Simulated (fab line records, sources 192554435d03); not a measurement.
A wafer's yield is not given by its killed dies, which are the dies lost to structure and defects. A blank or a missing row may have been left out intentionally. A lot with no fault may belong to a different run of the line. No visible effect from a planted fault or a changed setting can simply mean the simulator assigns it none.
fab line records	flow n5-finfet
record lots=7	wafers=21
route steps=1938 shown BEOL_M8@1377 BEOL_M9@1406 BEOL_M10@1470
start-h: start of the lot's first displayed wafer, in hours after the record's first day	wait-h: hours from the lot's prior step to this one	" repeats the value in the row above	L1.1+2: one row covering several wafers at once	- either no value or no given start	* or withheld: withheld	< > ~ a bound
route shown NAME@n: NAME is a module with steps in the file, n the number in the route of the first one	usual: mean and standard deviation over wafers with no fault	same: alike in all rows	chamber/n: place in a boat	sites: per-site readings	_std_site: their standard deviation	_edge_site: mean of outer sites minus mean of inner sites	radius-mm: for every site, how far away it sits from the centre of the wafer	mask NAME#n: copy n	behind: the tool/chamber that last shaped the wafer	hold: what put the lot on hold/how long, in hours/how the hold closed	device: the transistor (n, p or np) that didn't switch	end of line: the route-end tests of the same wafers	a step given without rows: its recipe and nothing more	killed: dies lost to structure and defects at the first sort, not the wafer's yield	map: shows each die of a wafer: x if killed, . if not, _ if none is there
set.NAME: setting as actually run; set.NAME@STEP: the setting as run at that earlier step	model.NAME: the simulator's own value behind a step, which no gauge read
lots run with intentionally changed settings; tables by step, rows by wafer
## steps
# step N5_BEOL_M8_TRENCH_ETCH_37
# recipe chemistry=C4F6/O2	target-depth-a=934.78	target=SiCOH_lowk	time-s=31.2	ion-energy-ev=250	pressure-mtorr=30	source-w=345	bias-w=185	Ar_flow_sccm=300	C4F6_flow_sccm=10	O2_flow_sccm=10
lot.wafer	tool	chamber	start-h	wait-h	set.time-s	model.etch.depth-nm	model.BEOL_M8.feature-depth-nm
L076.2	rie-diel-03	3	-	-	35.57	110.8	110.8
L076.5	"	3	"	"	31.2	96.93	97
L076.6	"	2	"	"	31.2	95.27	95.2
L080.1	rie-diel-03	0	-	-	31.2	91.8	91.8
L080.3	"	3	"	"	26.99	82.59	82.6
L080.6	"	2	"	"	26.99	80.92	81
L079.1	rie-diel-06	2	-	-	31.2	90.48	90.4
L079.2	"	3	"	"	31.2	92.03	92
L079.3	"	1	"	"	25.43	76.22	76.2
L083.4	rie-diel-03	3	-	-	31.2	96.84	96.8
L083.5	"	2	"	"	31.2	94.36	94.4
L083.6	"	0	"	"	31.2	92.3	92.4
L086.2	rie-diel-06	1	-	-	31.2	95.51	95.6
L086.3	"	3	"	"	37.81	113.5	113.4
L086.4	"	0	"	"	37.81	113.7	113.8
L091.1	rie-diel-04	2	-	-	31.2	95.57	95.6
L091.2	"	3	"	"	25.41	75.71	75.8
L091.3	"	0	"	"	31.2	91.92	92
L092.3	rie-diel-06	1	-	-	31.2	93.79	93.8
L092.4	"	2	"	"	31.2	93.22	93.2
L092.5	"	0	"	"	31.2	93.09	93
# step N5_BEOL_M8_ETCH_41
# recipe chemistry=CH3F/O2	target=SiCN	target-depth-a=319	taper-deg=2	time-s=57.8	ion-energy-ev=120	mask-material=TiN	pressure-mtorr=30	source-w=395	bias-w=75	Ar_flow_sccm=150	CH3F_flow_sccm=30	O2_flow_sccm=20
# step N5_BEOL_M8_STRIP_80
# recipe chemistry=N2/H2	time-s=10	power-w=450	temp-c=40	pressure-mtorr=20	rf-frequency-hz=6e+07	bias-power-w=7	n2-flow-sccm=200	h2-flow-sccm=200
# step N5_BEOL_M8_OCD_MEAS_38
# usual trench-depth-nm=93.5/1.7
lot.wafer	tool	chamber	start-h	wait-h	set.time-s@BEOL_M8_TRENCH_ETCH_37	trench-depth-nm
L076.2	ocd-02	-	209.01	-	35.57	110.8
L076.5	"	-	"	"	31.2	96.9
L076.6	"	-	"	"	31.2	95.0
L080.1	ocd-01	-	235.77	-	31.2	91.8
L080.3	"	-	"	"	26.99	82.7
L080.6	"	-	"	"	26.99	81.4
L079.1	ocd-01	-	237.82	-	31.2	89.9
L079.2	"	-	"	"	31.2	92.6
L079.3	"	-	"	"	25.43	76.3
L083.4	ocd-01	-	258.61	-	31.2	96.5
L083.5	"	-	"	"	31.2	94.8
L083.6	"	-	"	"	31.2	92.0
L086.2	ocd-02	-	275.45	-	31.2	95.0
L086.3	"	-	"	"	37.81	113.7
L086.4	"	-	"	"	37.81	113.6
L091.1	ocd-01	-	303.13	-	31.2	95.9
L091.2	"	-	"	"	25.41	75.5
L091.3	"	-	"	"	31.2	92.1
L092.3	ocd-01	-	321.70	-	31.2	93.7
L092.4	"	-	"	"	31.2	93.4
L092.5	"	-	"	"	31.2	92.6
# step N5_BEOL_M8_HM_STRIP_39
# recipe chemistry=peroxide-tin-strip	material=TiN	target-depth-a=250	temp-c=50	time-s=158
# step N5_BEOL_M8_SRD_40
# recipe time-s=30	temp-c=23	rinse-liquid=diw	dry=ipa-marangoni
# step N5_BEOL_M8_ECD_50
# recipe material=Cu	target-thk-a=3000
# step N5_BEOL_M8_ANNEAL_51
# recipe temp-c=225	time-s=90	ambient=N2
# step N5_BEOL_M8_CMP_52
# recipe stop-on=SiCOH_lowk	t-overpolish-s=6.9	down-force-psi=1	platen-rpm=50	clearing-platen-down-force-psi=1.5	clearing-platen-rpm=50	post-cmp-clean=cu-alkaline	target-thk-nm=80	clearing-platen-pad-velocity-m-s=0.99484	pad-velocity-m-s=0.99484
lot.wafer	tool	chamber	start-h	wait-h	set.time-s@BEOL_M8_TRENCH_ETCH_37	model.Cu_of_BEOL_M8_ECD_50.thk-nm
L076.2	cmp-01	1	211.55	0.2	35.57	95.6
L076.6	"	0	"	"	31.2	80.6
L076.5	"	1	"	"	31.2	83.4
L080.1	cmp-04	3	238.06	0.3	31.2	77.2
L080.3	"	1	"	"	26.99	67.6
L080.6	"	3	"	"	26.99	66.8
L079.1	cmp-01	2	239.94	0.3	31.2	77.2
L079.2	"	3	"	"	31.2	80
L079.3	"	0	"	"	25.43	61.2
L083.4	cmp-04	3	261.40	0.2	31.2	84.4
L083.5	"	1	"	"	31.2	81.8
L083.6	"	2	"	"	31.2	79.4
L086.4	cmp-04	3	277.73	0.1	37.81	99.8
L086.2	"	1	"	"	31.2	80.4
L086.3	"	2	"	"	37.81	100.4
L091.2	cmp-01	0	306.95	0.2	25.41	61
L091.3	"	2	"	"	31.2	78
L091.1	"	3	"	"	31.2	83.4
L092.3	cmp-04	1	323.53	0.2	31.2	79.4
L092.4	"	2	"	"	31.2	78.8
L092.5	"	0	"	"	31.2	80
# step N5_BEOL_M8_THK_MEAS_53
# recipe thk-meas-gauge=xrf	reads=Cu_of_BEOL_M8_ECD_50
# usual M8_THK=79.7/2
lot.wafer	tool	chamber	start-h	wait-h	set.time-s@BEOL_M8_TRENCH_ETCH_37	M8_THK[nm]
L076.2	film-metro-02	-	211.81	-	35.57	95.7
L076.5	"	-	"	"	31.2	83.4
L076.6	"	-	"	"	31.2	80.3
L080.1	film-metro-01	-	238.32	-	31.2	76.7
L080.3	"	-	"	"	26.99	67.1
L080.6	"	-	"	"	26.99	66.2
L079.1	film-metro-01	-	240.20	-	31.2	76.7
L079.2	"	-	"	"	31.2	79.3
L079.3	"	-	"	"	25.43	60.8
L083.4	film-metro-01	-	261.62	-	31.2	83.4
L083.5	"	-	"	"	31.2	80.7
L083.6	"	-	"	"	31.2	78.5
L086.2	film-metro-01	-	278.03	-	31.2	79.3
L086.3	"	-	"	"	37.81	99.4
L086.4	"	-	"	"	37.81	98.6
L091.1	film-metro-01	-	307.25	-	31.2	84.1
L091.2	"	-	"	"	25.41	61.0
L091.3	"	-	"	"	31.2	77.9
L092.3	film-metro-02	-	323.79	-	31.2	78.5
L092.4	"	-	"	"	31.2	77.6
L092.5	"	-	"	"	31.2	79.1
# step N5_BEOL_M8_PRE_CLEAN_55
# recipe gas=NH3	time-s=15	temp-c=withheld	rf-power-w=300
# step N5_BEOL_M8_DEP_56
# recipe material=SiCN	target-thk-a=100	temp-c=withheld	precursor=3MS/NH3	pressure-torr=3	rf-w=202	time-s=17.5
# step N5_BEOL_M8_RS_MEAS_57
# recipe thk-meas-gauge=four-point-probe	reads=Cu_of_BEOL_M8_ECD_50+Co_of_BEOL_M8_CVD_78+TaN_of_BEOL_M8_ALD_77
# usual M8_RS=0.286/0.0077
lot.wafer	tool	chamber	start-h	wait-h	set.time-s@BEOL_M8_TRENCH_ETCH_37	M8_RS[ohm/sq]
L076.2	film-metro-02	-	211.97	0.1	35.57	0.232
L076.5	"	-	"	"	31.2	0.273
L076.6	"	-	"	"	31.2	0.284
L080.1	film-metro-02	-	238.45	0.1	31.2	0.299
L080.3	"	-	"	"	26.99	0.350
L080.6	"	-	"	"	26.99	0.356
L079.1	film-metro-01	-	240.33	0.1	31.2	0.298
L079.2	"	-	"	"	31.2	0.286
L079.3	"	-	"	"	25.43	0.394
L083.4	film-metro-02	-	261.75	0.0	31.2	0.269
L083.5	"	-	"	"	31.2	0.278
L083.6	"	-	"	"	31.2	0.289
L086.2	film-metro-02	-	278.16	0.1	31.2	0.285
L086.3	"	-	"	"	37.81	0.220
L086.4	"	-	"	"	37.81	0.222
L091.1	film-metro-02	-	307.39	0.1	31.2	0.273
L091.2	"	-	"	"	25.41	0.397
L091.3	"	-	"	"	31.2	0.296
L092.3	film-metro-01	-	323.93	0.1	31.2	0.288
L092.4	"	-	"	"	31.2	0.291
L092.5	"	-	"	"	31.2	0.286
# step N5_BEOL_M9_COAT_59
# recipe resist=SOC	temp-c=250	time-s=60	spin-rpm=1500	resist-thk-nm=100
lot.wafer	tool	chamber	start-h	wait-h	set.spin-rpm	model.SOC_of_BEOL_M9_COAT_59.thk-nm
L076.2	litho-track-03	0	215.75	0.1	1500	100.2
L076.5	"	0	"	"	1437	102.4
L076.6	"	0	"	"	1437	102.6
L080.1	litho-track-02	0	239.73	0.1	1605	96
L080.3	"	0	"	"	1500	100.2
L080.6	"	0	"	"	1605	96.8
L079.1	litho-track-05	0	245.33	0.1	1500	99.8
L079.2	"	0	"	"	1500	99.4
L079.3	"	0	"	"	1604	96.6
L083.4	litho-track-02	0	264.15	0.1	1553	98.4
L083.5	"	0	"	"	1500	100
L083.6	"	0	"	"	1553	98.2
L086.2	litho-track-03	0	281.20	0.1	1345	105.6
L086.3	"	0	"	"	1345	105.8
L086.4	"	0	"	"	1500	100.2
L091.1	litho-track-03	0	309.01	0.1	1500	100.2
L091.2+3	"	0	"	"	1500	99.8
L092.3+5	litho-track-02	0	325.25	0.1	1500	100.2
L092.4	"	0	"	"	1500	99.8
# step N5_BEOL_M9_ETCH_61
# recipe chemistry=CF4	target=SiARC	target-depth-a=390	mask-material=CAR-ArF	time-s=65	ion-energy-ev=80	pressure-mtorr=40	source-w=545	bias-w=36	Ar_flow_sccm=100	cf4-flow-sccm=100	ends=cleared
# usual etch-rf-on-time-s=65.5/1.4	rf-vpp-V=184.0/1.3
lot.wafer	tool	chamber	start-h	wait-h	set.source-w	etch-rf-on-time-s	rf-vpp-V
L076.2	rie-diel-05	2	216.25	0.0	545	66.1	186.3
L076.5	"	3	"	"	642.2	55.8	174.9
L076.6	"	0	"	"	545	63.7	186.1
L080.1	rie-diel-05	1	240.10	0.0	570.9	65.3	179.1
L080.3	"	3	"	"	545	64.7	185.5
L080.6	"	0	"	"	545	65.3	184.1
L079.1	rie-diel-02	1	245.70	0.0	495.5	70.5	191.0
L079.2	"	2	"	"	545	65.2	183.7
L079.3	"	0	"	"	495.5	69.6	188.7
L083.4	rie-diel-02	2	264.76	0.0	500.5	69.0	190.8
L083.5	"	3	"	"	545	66.4	183.2
L083.6	"	0	"	"	500.5	67.8	188.4
L086.2	rie-diel-05	3	281.57	0.0	545	65.7	184.0
L086.3	"	1	"	"	545	68.0	182.2
L086.4	"	0	"	"	613.6	58.8	178.9
L091.1	rie-diel-02	1	309.50	0.0	545	65.0	184.8
L091.2	"	3	"	"	607.3	60.5	175.8
L091.3	"	0	"	"	607.3	57.5	175.8
L092.3	rie-diel-05	3	325.74	0.0	545	65.0	184.0
L092.4	"	0	"	"	545	65.4	183.9
L092.5	"	3	"	"	545	65.2	183.9
# step N5_BEOL_M9_ETCH_62
# recipe chemistry=N2/H2	target=SOC	target-depth-a=1100	overetch-a=220	mask-material=SiARC	temp-c=40	time-s=165	ion-energy-ev=200	pressure-mtorr=30	source-w=840	bias-w=150	n2-flow-sccm=200	h2-flow-sccm=200
lot.wafer	tool	chamber	start-h	wait-h	set.spin-rpm@BEOL_M9_COAT_59	model.etch.depth-nm
L076.2	rie-diel-05	2	216.30	0.0	1500	100.3
L076.5	"	3	"	"	1437	102.3
L076.6	"	0	"	"	1437	102.6
L080.1	rie-diel-05	1	240.15	0.0	1605	95.93
L080.3	"	3	"	"	1500	100.2
L080.6	"	0	"	"	1605	96.77
L079.1	rie-diel-02	1	245.75	0.0	1500	99.81
L079.2	"	2	"	"	1500	99.47
L079.3	"	0	"	"	1604	96.59
L083.4	rie-diel-02	2	264.81	0.0	1553	98.49
L083.5	"	3	"	"	1500	99.98
L083.6	"	0	"	"	1553	98.1
L086.2	rie-diel-05	3	281.62	0.0	1345	105.6
L086.3	"	1	"	"	1345	105.7
L086.4	"	0	"	"	1500	100.2
L091.1	rie-diel-02	1	309.55	0.0	1500	100.1
L091.2	"	3	"	"	1500	99.9
L091.3	"	0	"	"	1500	99.8
L092.3+5	rie-diel-05	3	325.79	0.0	1500	100.1
L092.4	"	0	"	"	1500	99.9
# step N5_BEOL_M10_ILD_DEP_00
# recipe material=SiCOH_lowk	target-thk-a=3085.1	temp-c=300	precursor=DEMS/porogen	pressure-torr=5	rf-w=500	time-s=58
lot.wafer	tool	chamber	start-h	wait-h	set.time-s	model.SiCOH_lowk_of_BEOL_M10_ILD_DEP_00.thk-nm
L076.2	pecvd-01	0	222.80	0.0	58	314.6
L076.5	"	2	"	"	58	308.2
L076.6	"	0	"	"	64.51	351.8
L080.1	pecvd-01	0	248.02	0.0	58	306.8
L080.3	"	1	"	"	58	308.4
L080.6	"	2	"	"	58	310.4
L079.1	pecvd-02	1	253.76	0.0	58	310.4
L079.2	"	2	"	"	60.23	316.4
L079.3	"	0	"	"	60.23	314.8
L083.4	pecvd-04	2	271.13	0.1	51.49	281
L083.5	"	1	"	"	58	310.2
L083.6	"	0	"	"	58	313.8
L086.2	pecvd-01	0	286.78	0.0	58	314.4
L086.3	"	2	"	"	58	306
L086.4	"	2	"	"	58	316.4
L091.1+3	pecvd-01	0,1	316.96	0.0	58	307.8
L091.2	"	2	"	"	58	304
L092.3+5	pecvd-04	0,1	330.90	0.0	58	311
L092.4	"	0	"	"	58	310.2
# step N5_BEOL_M10_CURE_71
# recipe temp-c=385	time-s=240	ambient=He/Ar	material=SiCOH_lowk
lot.wafer	tool	chamber	start-h	wait-h	set.time-s@BEOL_M10_ILD_DEP_00	model.SiCOH_lowk_of_BEOL_M10_ILD_DEP_00.thk-nm
L076.2	uv-cure-02	2	222.96	0.1	58	273.4
L076.5	"	2	"	"	58	267.8
L076.6	"	2	"	"	64.51	306.4
L080.1	uv-cure-01	0	248.10	0.0	58	266.6
L080.3	"	0	"	"	58	267.8
L080.6	"	0	"	"	58	269.6
L079.1	uv-cure-03	1	253.84	0.0	58	269.6
L079.2	"	1	"	"	60.23	275
L079.3	"	1	"	"	60.23	273.6
L083.4	uv-cure-03	1	271.42	0.3	51.49	243.8
L083.5	"	1	"	"	58	269.6
L083.6	"	1	"	"	58	272.6
L086.2	uv-cure-03	1	286.94	0.1	58	273.2
L086.3	"	1	"	"	58	265.8
L086.4	"	1	"	"	58	275
L091.1+3	uv-cure-01	2	317.04	0.0	58	267.4
L091.2	"	2	"	"	58	264
L092.3+5	uv-cure-02	2	331.13	0.2	58	270.2
L092.4	"	2	"	"	58	269.6
# step N5_BEOL_M10_THK_MEAS_01
# recipe reads=SiCOH_lowk_of_BEOL_M10_ILD_DEP_00
# usual M10_ILD_THK=268/4
lot.wafer	tool	chamber	start-h	wait-h	set.time-s@BEOL_M10_ILD_DEP_00	M10_ILD_THK[nm]
L076.2	film-metro-02	-	223.39	0.4	58	274
L076.5	"	-	"	"	58	268
L076.6	"	-	"	"	64.51	306
L080.1	film-metro-01	-	248.62	0.4	58	267
L080.3	"	-	"	"	58	268
L080.6	"	-	"	"	58	270
L079.1	film-metro-02	-	254.35	0.4	58	270
L079.2	"	-	"	"	60.23	275
L079.3	"	-	"	"	60.23	273
L083.4	film-metro-01	-	271.69	0.2	51.49	244
L083.5	"	-	"	"	58	269
L083.6	"	-	"	"	58	273
L086.2	film-metro-01	-	287.37	0.4	58	273
L086.3	"	-	"	"	58	266
L086.4	"	-	"	"	58	275
L091.1	film-metro-02	-	317.55	0.4	58	267
L091.2	"	-	"	"	58	264
L091.3	"	-	"	"	58	267
L092.3	film-metro-02	-	331.49	0.3	58	270
L092.4	"	-	"	"	58	270
L092.5	"	-	"	"	58	270
## key
split step=N5_BEOL_M8_TRENCH_ETCH_37	setting=time-s	stated=31.2	by=wafer
response step=N5_BEOL_M8_TRENCH_ETCH_37	reading=model.etch.depth-nm	change=+0.884	per=1%	r=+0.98
response step=N5_BEOL_M8_TRENCH_ETCH_37	reading=model.BEOL_M8.feature-depth-nm	change=+0.881	per=1%	r=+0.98
response step=N5_BEOL_M8_OCD_MEAS_38	reading=trench-depth-nm	change=+0.895	per=1%	r=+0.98
response step=N5_BEOL_M8_CMP_52	reading=model.Cu_of_BEOL_M8_ECD_50.thk-nm	change=+0.945	per=1%	r=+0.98
response step=N5_BEOL_M8_THK_MEAS_53	reading=M8_THK	change=+0.949	per=1%	r=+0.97
response step=N5_BEOL_M8_RS_MEAS_57	reading=M8_RS	change=-0.00442	per=1%	r=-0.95
split step=N5_BEOL_M9_COAT_59	setting=spin-rpm	stated=1500	by=wafer
response step=N5_BEOL_M9_COAT_59	reading=model.SOC_of_BEOL_M9_COAT_59.thk-nm	change=-0.512	per=1%	r=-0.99
response step=N5_BEOL_M9_ETCH_62	reading=model.etch.depth-nm	change=-0.512	per=1%	r=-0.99
split step=N5_BEOL_M9_ETCH_61	setting=source-w	stated=545	by=wafer
response step=N5_BEOL_M9_ETCH_61	reading=etch-rf-on-time-s	change=*	per=1%	r=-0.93
response step=N5_BEOL_M9_ETCH_61	reading=rf-vpp-V	change=-0.633	per=1%	r=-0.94
split step=N5_BEOL_M10_ILD_DEP_00	setting=time-s	stated=58	by=wafer
response step=N5_BEOL_M10_ILD_DEP_00	reading=model.SiCOH_lowk_of_BEOL_M10_ILD_DEP_00.thk-nm	change=+3.08	per=1%	r=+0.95
response step=N5_BEOL_M10_CURE_71	reading=model.SiCOH_lowk_of_BEOL_M10_ILD_DEP_00.thk-nm	change=+2.72	per=1%	r=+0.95
response step=N5_BEOL_M10_THK_MEAS_01	reading=M10_ILD_THK	change=+2.72	per=1%	r=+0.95
